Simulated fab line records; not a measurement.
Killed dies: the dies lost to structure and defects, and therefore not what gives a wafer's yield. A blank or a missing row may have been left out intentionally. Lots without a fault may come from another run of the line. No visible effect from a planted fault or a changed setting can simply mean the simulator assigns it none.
Chamber matching | flow nand-harc | NHARC_P_M1_DEP_33 on pecvd-03 has 3 sister chambers
The step deposits SiCN, target thk 30 nm. 14 wafers are shown with their chamber, then 7 later ones without.

== EACH WAFER AND ITS CHAMBER ==
wafer  | chamber | heater-power-w (W)
L074.1 | 2       | 509
L074.3 | 0       | 687
L074.5 | 2       | 503
L077.3 | 2       | 468
L077.5 | 1       | 542
L077.6 | 2       | 481
L082.3 | 1       | 534
L082.5 | 1       | 520
L082.6 | 2       | 482
L088.1 | 2       | 486
L088.2 | 1       | 563
L088.5 | 0       | 661
L088.3 | 0       | 668
L088.4 | 1       | 563

SIGNATURES, as means of the wafers listed above
reading        | chamber 0 | chamber 1 | chamber 2 | scatter within a chamber
heater-power-w | 672.00    | 544.40    | 488.17    | 16.3
Rule: for each reading, subtract the chamber's mean from the wafer's reading, divide by that reading's scatter and square the result; add these up over the readings and take the root, which gives the wafer's distance from the chamber. The wafer belongs to the nearest chamber; if the next one is less than 2 further off, it can't be placed. The scatter: the root of (the sum of the squares of (reading less its chamber's mean) over the shown wafers, divided by (wafers less chambers)).

== WAFERS WITHOUT THEIR CHAMBER ==
wafer  | heater-power-w (W)
L088.6 | 483
L089.3 | 676
L089.4 | 693
L089.5 | 538
L096.1 | 701
L096.4 | 694
L096.5 | 586

== EACH ONE'S CHAMBER ==
wafer  | from the rows above | in truth
L088.6 | 2                   | 2
L089.3 | 0                   | 0
L089.4 | 0                   | 0
L089.5 | 1                   | 1
L096.1 | 0                   | 0
L096.4 | 0                   | 0
L096.5 | 1                   | 1
Placed correctly: 7 of 7. Can't be placed from these rows: 0. 0 placed wrongly.
